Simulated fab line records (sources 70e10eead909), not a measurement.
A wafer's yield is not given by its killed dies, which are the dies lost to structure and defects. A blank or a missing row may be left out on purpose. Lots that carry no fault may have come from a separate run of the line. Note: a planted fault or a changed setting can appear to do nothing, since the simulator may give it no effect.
fab line records | flow nand-harc
[record] lots = 14 | wafers = 42 | last-day = 23
route steps=1159 shown A_CONTACT@843 A_BONDPAD@1078 THIN_TSV@1103 END@1159
lots that met no fault: taken from a fault-free run of the same line
start-h: hours from the record's first day to the start of the lot's first wafer shown | wait-h: how many hours have passed since the lot's step before this one | " repeats the value in the row above | L1.1+2: a row that stands for several wafers | - no value, or no start was given | * or withheld: withheld | < > ~ a bound
route shown NAME@n: NAME is a module with steps in the file, n the number in the route of the first one | usual: average and standard deviation across the fault-free wafers | same: alike in all rows | chamber/n: place in a boat | sites: the reading at each site | _std_site: the standard deviation of these | _edge_site: the outer-site mean with the inner-site mean subtracted | radius-mm: how far each site lies from the wafer's centre | mask NAME#n: copy n | behind: tool/chamber where the wafer was last shaped | hold: why the lot went on hold/how many hours it stayed there/how the hold came to an end | device: whichever transistor did not switch (one of n, p or np) | end of line: the same wafers' tests at the end of the route | a step given without rows: its recipe and nothing more | killed: dies that structure and defects cost at the first sort, which is not the same as the wafer's yield | map: per-die view of a wafer (x killed, . not killed, _ where there is no die)
set.NAME: the setting as run; set.NAME@STEP: as run at that earlier step | model.NAME: the simulator's own value behind a step, which no gauge read
the route's steps for a sample of lots (tables are steps, rows are wafers)
services: from which hour (start-h, from the record's first day; less than 0 if before it) a tool's chamber was out of use, for how many hours, and why
[[steps]]
[step NHARC_A_CONTACT_DEP_29]
[recipe] target-thk-a = 700 | target-thk-nm = 70 | temp-c = 400 | pressure-torr = 3.5 | flow-sccm = 200 | rf-w = 350 | material = SiON
[usual] heater-power-w = 788/120
lot.wafer | tool     | chamber | start-h | wait-h | heater-power-w
L818.5    | pecvd-03 | 2       | 375.70  | 0.5    | 687
L818.6    | "        | 0       | "       | "      | 698
L818.4    | "        | 1       | "       | "      | 731
L817.3    | pecvd-03 | 2       | 380.54  | 1.1    | 754
L817.1    | "        | 0       | "       | "      | 780
L817.6    | "        | 2       | "       | "      | 796
L819.1    | pecvd-02 | 0       | 381.62  | 1.9    | 646
L819.4    | "        | 1       | "       | "      | 919
L819.6    | "        | 0       | "       | "      | 676
L820.1    | pecvd-03 | 0       | 385.91  | 1.9    | 774
L820.6    | "        | 0       | "       | "      | 800
L820.5    | "        | 1       | "       | "      | 671
L824.1    | pecvd-02 | 1       | 408.83  | 1.9    | 994
L824.4    | "        | 2       | "       | "      | 799
L824.6    | "        | 0       | "       | "      | 656
L826.2    | pecvd-04 | 2       | 419.14  | 1.6    | 740
L826.4    | "        | 0       | "       | "      | 1017
L826.6    | "        | 1       | "       | "      | 721
L825.2    | pecvd-02 | 1       | 422.06  | 1.5    | 1064
L825.1    | "        | 0       | "       | "      | 612
L825.6    | "        | 1       | "       | "      | 859
L822.1    | pecvd-02 | 0       | 425.29  | 1.9    | 654
L822.3    | "        | 1       | "       | "      | 952
L822.5    | "        | 0       | "       | "      | 643
L829.1    | pecvd-02 | 2       | 445.60  | 1.8    | 808
L829.4    | "        | 2       | "       | "      | 781
L829.6    | "        | 0       | "       | "      | 558
L828.1    | pecvd-02 | 1       | 445.77  | 2.0    | 902
L828.2    | "        | 2       | "       | "      | 810
L828.5    | "        | 1       | "       | "      | 906
L827.2    | pecvd-03 | 1       | 454.69  | 1.5    | 676
L827.1    | "        | 2       | "       | "      | 690
L827.3    | "        | 0       | "       | "      | 760
L830.3    | pecvd-02 | 1       | 457.95  | 1.1    | 1036
L830.2    | "        | 2       | "       | "      | 768
L830.6    | "        | 2       | "       | "      | 791
L832.1    | pecvd-02 | 2       | 463.26  | 1.9    | 825
L832.3    | "        | 0       | "       | "      | 598
L832.6    | "        | 0       | "       | "      | 604
L834.3    | pecvd-02 | 0       | 471.15  | 1.3    | 643
L834.4    | "        | 0       | "       | "      | 648
L834.6    | "        | 1       | "       | "      | 923
[step NHARC_A_BONDPAD_CD_MEAS_13]
[usual] cd-nm = 500.0/2.8
lot.wafer | tool      | chamber | start-h | wait-h | cd-nm
L818.4    | cd-sem-03 | -       | 414.92  | -      | 498.1
L818.5    | "         | -       | "       | "      | 497.2
L818.6    | "         | -       | "       | "      | 498.7
L817.1    | cd-sem-03 | -       | 415.49  | -      | 497.1
L817.3    | "         | -       | "       | "      | 492.2
L817.6    | "         | -       | "       | "      | 496.7
L819.1    | cd-sem-02 | -       | 417.75  | -      | 498.2
L819.4    | "         | -       | "       | "      | 495.4
L819.6    | "         | -       | "       | "      | 498.7
L820.1    | cd-sem-02 | -       | 423.53  | -      | 502.6
L820.5    | "         | -       | "       | "      | 504.5
L820.6    | "         | -       | "       | "      | 504.9
L824.1    | cd-sem-02 | -       | 444.84  | -      | 500.2
L824.4    | "         | -       | "       | "      | 498.7
L824.6    | "         | -       | "       | "      | 498.1
L826.2    | cd-sem-02 | -       | 462.90  | -      | 502.2
L826.4    | "         | -       | "       | "      | 500.6
L826.6    | "         | -       | "       | "      | 496.9
L825.1    | cd-sem-03 | -       | 468.48  | -      | 497.9
L825.2    | "         | -       | "       | "      | 500.5
L825.6    | "         | -       | "       | "      | 498.8
L822.1    | cd-sem-01 | -       | 472.22  | -      | 500.5
L822.3    | "         | -       | "       | "      | 503.2
L822.5    | "         | -       | "       | "      | 503.8
L828.1    | cd-sem-03 | -       | 482.12  | -      | 496.1
L828.2    | "         | -       | "       | "      | 502.0
L828.5    | "         | -       | "       | "      | 500.7
L829.1    | cd-sem-02 | -       | 482.45  | -      | 504.2
L829.4    | "         | -       | "       | "      | 500.8
L829.6    | "         | -       | "       | "      | 504.1
L830.2    | cd-sem-01 | -       | 504.91  | -      | 500.9
L830.3    | "         | -       | "       | "      | 497.5
L830.6    | "         | -       | "       | "      | 499.1
L827.1    | cd-sem-01 | -       | 505.58  | -      | 505.5
L827.2    | "         | -       | "       | "      | 504.3
L827.3    | "         | -       | "       | "      | 503.0
L834.4    | cd-sem-02 | -       | 523.73  | -      | 499.0
[step NHARC_A_BONDPAD_STRIP_15]
[recipe] o2-flow-sccm = 500 | ar-flow-sccm = 0 | bias-w = 0 | chemistry = O2
[usual] drypump-motor-current-A = 5.7/0.39 | oes-product-au = 1.011/0.015 | rf-vpp-V = 57.5/0.81 | showerhead-plenum-p-Torr = 3.40/0.099 | throttle-valve-pct = 17.037/0.0091
lot.wafer | tool        | chamber | start-h | wait-h | drypump-motor-current-A | oes-product-au | rf-hours-counter-h | rf-vpp-V | showerhead-plenum-p-Torr | throttle-valve-pct
L818.4    | rie-diel-09 | 3       | 415.02  | 0.1    | 5.8                     | 1.013          | 5                  | 57.9     | 3.44                     | 17.030
L818.6    | "           | 2       | "       | "      | 5.5                     | 1.020          | -                  | 57.0     | 3.33                     | 17.036
L818.5    | "           | 3       | "       | "      | 5.8                     | 1.008          | -                  | 57.6     | 3.44                     | 17.034
L817.3    | rie-diel-09 | 1       | 415.58  | 0.1    | 6.4                     | 1.030          | 6                  | 56.8     | 3.30                     | 17.025
L817.1    | "           | 3       | "       | "      | 5.8                     | 1.008          | 5                  | 57.8     | 3.44                     | 17.050
L817.6    | "           | 0       | "       | "      | 5.3                     | 0.963          | -                  | 57.8     | 3.40                     | 17.060
L819.4    | rie-diel-09 | 2       | 417.83  | 0.1    | 5.5                     | 1.024          | 6                  | 57.0     | 3.33                     | 17.045
L819.1    | "           | 0       | "       | "      | 5.3                     | 0.977          | 6                  | 59.1     | 3.40                     | 17.044
L819.6    | "           | 3       | "       | "      | 5.8                     | 1.001          | -                  | 57.4     | 3.44                     | 17.057
L820.1    | rie-diel-09 | 3       | 423.65  | 0.1    | 5.8                     | 1.020          | 6                  | 58.0     | 3.44                     | 17.027
L820.5    | "           | 1       | "       | "      | 6.4                     | 1.034          | -                  | 58.1     | 3.30                     | 17.021
L820.6    | "           | 2       | "       | "      | 5.4                     | 1.037          | -                  | 58.4     | 3.33                     | 17.046
L824.4    | rie-diel-09 | 3       | 444.95  | 0.1    | 5.8                     | 1.010          | 0                  | 57.6     | 3.44                     | 17.029
L824.1    | "           | 0       | "       | "      | 5.3                     | 0.995          | 0                  | 57.6     | 3.40                     | 17.030
L824.6    | "           | 2       | "       | "      | 5.5                     | 1.024          | -                  | 58.1     | 3.33                     | 17.029
L826.2    | rie-diel-09 | 1       | 462.99  | 0.1    | 6.4                     | 1.016          | 1                  | 57.0     | 3.30                     | 17.031
L826.4    | "           | 3       | "       | "      | 5.8                     | 1.034          | 1                  | 57.0     | 3.43                     | 17.042
L826.6    | "           | 0       | "       | "      | 5.3                     | 1.000          | -                  | 56.7     | 3.40                     | 17.044
L825.1    | rie-diel-09 | 2       | 468.56  | 0.1    | 5.4                     | 1.010          | 1                  | 57.9     | 3.33                     | 17.037
L825.2    | "           | 3       | "       | "      | 5.8                     | 1.024          | 1                  | 57.3     | 3.44                     | 17.044
L825.6    | "           | 3       | "       | "      | 5.8                     | 1.023          | -                  | 57.3     | 3.44                     | 17.030
L822.1    | rie-diel-09 | 2       | 472.30  | 0.1    | 5.5                     | 1.011          | 1                  | 56.6     | 3.33                     | 17.041
L822.3    | "           | 3       | "       | "      | 5.8                     | 1.020          | 1                  | 57.5     | 3.44                     | 17.055
L822.5    | "           | 2       | "       | "      | 5.5                     | 1.013          | -                  | 58.1     | 3.33                     | 17.036
L828.1    | rie-diel-09 | 2       | 482.21  | 0.1    | 5.5                     | 1.012          | 2                  | 58.6     | 3.33                     | 17.031
L828.2    | "           | 0       | "       | "      | 5.3                     | 0.984          | 2                  | 57.8     | 3.40                     | 17.039
L828.5    | "           | 2       | "       | "      | 5.5                     | 1.018          | -                  | 57.2     | 3.33                     | 17.018
L829.1    | rie-diel-04 | 3       | 482.54  | 0.1    | 5.4                     | 1.012          | 2                  | 58.5     | 3.68                     | 17.045
L829.4    | "           | 0       | "       | "      | 6.0                     | 1.020          | 1                  | 58.5     | 3.48                     | 17.037
L829.6    | "           | 2       | "       | "      | 5.8                     | 1.016          | -                  | 58.3     | 3.61                     | 17.019
L830.2    | rie-diel-09 | 1       | 505.02  | 0.1    | 6.4                     | 1.007          | 2                  | 56.5     | 3.30                     | 17.034
L830.3    | "           | 2       | "       | "      | 5.5                     | 1.005          | 3                  | 56.6     | 3.33                     | 17.039
L830.6    | "           | 3       | "       | "      | 5.8                     | 1.009          | -                  | 57.6     | 3.43                     | 17.038
L827.2    | rie-diel-04 | 1       | 505.66  | 0.1    | 5.1                     | 0.984          | 5                  | 57.4     | 3.49                     | 17.050
L827.1    | "           | 3       | "       | "      | 5.4                     | 0.998          | 6                  | 58.1     | 3.68                     | 17.041
L827.3    | "           | 0       | "       | "      | 6.0                     | 1.003          | 6                  | 56.8     | 3.47                     | 17.039
L834.4    | rie-diel-09 | 1       | 523.79  | 0.1    | 6.4                     | 1.029          | 3                  | 58.3     | 3.30                     | 17.031
[step NHARC_THIN_TSV_THK_MEAS_02]
[recipe] thk-meas-gauge = ir
[usual] thk-nm = 2961/200
lot.wafer | tool          | chamber | start-h | wait-h | thk-nm
L818.4    | film-metro-01 | -       | 427.85  | 0.2    | 2909
L818.5    | "             | -       | "       | "      | 3043
L818.6    | "             | -       | "       | "      | 2972
L819.1    | film-metro-01 | -       | 433.48  | -      | 2883
L819.4    | "             | -       | "       | "      | 2932
L819.6    | "             | -       | "       | "      | 3093
L817.1    | film-metro-02 | -       | 434.68  | -      | 2722
L817.3    | "             | -       | "       | "      | 2878
L817.6    | "             | -       | "       | "      | 2647
L820.1    | film-metro-01 | -       | 441.48  | 0.2    | 2936
L820.5    | "             | -       | "       | "      | 3066
L820.6    | "             | -       | "       | "      | 2920
L824.1    | film-metro-01 | -       | 459.54  | -      | 3143
L824.4    | "             | -       | "       | "      | 3070
L824.6    | "             | -       | "       | "      | 3141
L826.2    | film-metro-01 | -       | 476.55  | -      | 3298
L826.4    | "             | -       | "       | "      | 3478
L826.6    | "             | -       | "       | "      | 2903
L822.1    | film-metro-01 | -       | 488.12  | -      | 2900
L822.3    | "             | -       | "       | "      | 3033
L822.5    | "             | -       | "       | "      | 2845
L825.1    | film-metro-01 | -       | 489.32  | -      | 3024
L825.2    | "             | -       | "       | "      | 2755
L825.6    | "             | -       | "       | "      | 2613
L828.1    | film-metro-02 | -       | 496.41  | -      | 2950
L828.2    | "             | -       | "       | "      | 2886
L828.5    | "             | -       | "       | "      | 3143
L829.1    | film-metro-01 | -       | 497.60  | -      | 2991
L829.4    | "             | -       | "       | "      | 2780
L829.6    | "             | -       | "       | "      | 3189
L830.2    | film-metro-01 | -       | 518.57  | -      | 3114
L830.3    | "             | -       | "       | "      | 3217
L830.6    | "             | -       | "       | "      | 3180
L827.1    | film-metro-01 | -       | 519.76  | -      | 2962
L827.2    | "             | -       | "       | "      | 3013
L827.3    | "             | -       | "       | "      | 3030
L834.4    | film-metro-01 | -       | 539.21  | -      | 3167
[step NHARC_END_SORT_01]
[recipe] temp-c = 25
[usual] killed-at-array = 28/10 | killed-at-other = 0.6/1.1 | killed-at-periphery = 3.6/2.6 | killed-dies = 32/10 | killed-open = 3.3/1.8 | killed-short = 1.9/1.4
[same] gross-dies = 677
lot.wafer | tool      | chamber | start-h | wait-h | killed-at-array | killed-at-other | killed-at-periphery | killed-dies | killed-open | killed-short
L832.1    | prober-02 | 0       | 547.82  | 2.5    | 507             | 0               | 3                   | 510         | 5           | 1
L832.3    | prober-02 | 0       | 549.42  | 3.1    | 486             | 0               | 5                   | 491         | 3           | 1
L832.6    | prober-02 | 0       | 551.82  | 4.0    | 460             | 0               | 6                   | 466         | 3           | 4
L834.3    | prober-02 | 0       | 557.22  | 3.1    | 506             | 0               | 6                   | 512         | 5           | 1
L834.4    | prober-02 | 0       | 558.03  | 3.4    | 21              | 0               | 5                   | 26          | 2           | 2
L834.6    | prober-02 | 0       | 559.64  | 4.0    | 492             | 0               | 0                   | 492         | 0           | 0
// killed by level:class
L832.1 A_CONTACT:area-dep=486 A_CHANNEL_HOLE_D1:chamber-film-flake=4 A_SGD_CUT:chamber-film-flake=4 A_WL_FILL:chamber-film-flake=4 P_CONTACT:geometric-particle:open=2 A_CONTACT:geometric-particle:open=2 A_STAIRCASE:chamber-film-flake=2 A_CONTACT:chamber-film-flake=2
L832.3 A_CONTACT:area-dep=465 A_STAIRCASE:chamber-film-flake=8 A_CHANNEL_HOLE_D1:chamber-film-flake=5 A_CONTACT:chamber-film-flake=3 A_SGD_CUT:chamber-film-flake=2 P_GATE:geometric-particle:open=1 P_M1:geometric-particle:open=1 P_M2:geometric-particle:open=1
L832.6 A_CONTACT:area-dep=435 P_M0:chamber-film-flake=4 A_CHANNEL_HOLE_D1:chamber-film-flake=4 A_STAIRCASE:chamber-film-flake=4 A_SGD_CUT:chamber-film-flake=3 A_CONTACT:geometric-particle:short=2 A_ZERO_WELL:chamber-film-flake=2 A_SLIT:chamber-film-flake=2
L834.3 A_CONTACT:area-dep=487 A_CONTACT:chamber-film-flake=8 A_CHANNEL_HOLE_D1:chamber-film-flake=6 P_M0:geometric-particle:open=2 A_SLIT:chamber-film-flake=2 P_GATE:geometric-particle:open=1 A_CHANNEL_FILL_D1:geometric-particle:open=1 A_SGD_CUT:geometric-particle:short=1
L834.4 A_CHANNEL_HOLE_D1:chamber-film-flake=9 A_CONTACT:chamber-film-flake=9 A_STAIRCASE:chamber-film-flake=2 P_CONTACT:geometric-particle:open=1 P_M1:geometric-particle:open=1 P_M1:geometric-particle:short=1 P_M2:geometric-particle:short=1 P_GATE:chamber-film-flake=1
L834.6 A_CONTACT:area-dep=476 A_CHANNEL_HOLE_D1:chamber-film-flake=6 A_CONTACT:chamber-film-flake=6 A_STAIRCASE:chamber-film-flake=2 A_CHANNEL_FILL_D1:chamber-film-flake=1 A_M0:chamber-film-flake=1
[[services]]
tool        | chamber | start-h | hours | kind
rie-diel-09 | 0       | 361.10  | -     | clean
rie-diel-09 | 1       | 361.10  | -     | clean
rie-diel-09 | 2       | 361.10  | -     | clean
rie-diel-09 | 3       | 361.10  | -     | clean
pecvd-04    | -       | 376.37  | 13.0  | pm
rie-diel-09 | 0       | 385.60  | -     | clean
rie-diel-09 | 1       | 385.60  | -     | clean
rie-diel-09 | 2       | 385.60  | -     | clean
rie-diel-09 | 3       | 385.60  | -     | clean
pecvd-04    | -       | 393.66  | 0.8   | repair
rie-diel-09 | 0       | 410.10  | -     | clean
rie-diel-09 | 1       | 410.10  | -     | clean
rie-diel-09 | 2       | 410.10  | -     | clean
rie-diel-09 | 3       | 410.10  | -     | clean
rie-diel-09 | 3       | 419.53  | 2.0   | repair
pecvd-03    | 0       | 420.83  | 2.2   | repair
rie-diel-09 | -       | 431.10  | 9.0   | pm
rie-diel-09 | 0       | 431.10  | 9.0   | vent-cycle
rie-diel-09 | 1       | 431.10  | 9.0   | vent-cycle
rie-diel-04 | 0       | 449.74  | 7.2   | repair
rie-diel-09 | 2       | 450.12  | 10.6  | repair
rie-diel-04 | -       | 466.09  | 9.0   | pm
pecvd-03    | -       | 473.12  | 13.0  | pm
pecvd-02    | -       | 515.67  | 13.0  | pm
[[key]]
[first-sign] step = NHARC_END_SORT_01 | reading = killed-at-array | direction = up | sigmas = 45 | usual = 28 | struck = 490
[effect] step = NHARC_END_SORT_01 | reading = killed-dies | direction = up | sigmas = 45 | usual = 32 | struck = 494
[more-kills-born-at] NHARC_A_CONTACT_DEP_29@pecvd-02 = 2349
met-at NHARC_A_CONTACT_DEP_29
struck-lots L832,L834
struck-wafers L832.1,L832.3,L832.6,L834.3,L834.6
later-rows-left-out L832.1,L832.3,L832.6,L834.3,L834.6
tester-left-out L832,L834
not-acting-at NHARC_A_BONDPAD_CD_MEAS_13,NHARC_A_BONDPAD_STRIP_15,NHARC_THIN_TSV_THK_MEAS_02
onset-between 457.95 463.26
[fault] kind = process-parameter-drift | tool = pecvd-02 | chamber = - | onset-h = 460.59 | steps = NHARC_A_CONTACT_DEP_29 | channel = target-thk-a | offset = * | shape = step | end-h = 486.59 | scope = struck-wafers-only | acts-in = * | stated = *
// tester-left-out: of these lots the tester's yield and bins aren't shown, on N5 and GAA mostly nor the transistor test; their killed dies are dies lost to structure and defects alone, not to doping, threshold or leakage, so they don't give the yield
// later-rows-left-out: the simulator's readings of these wafers behind a module that went badly wrong aren't trusted and aren't shown, but for the sort
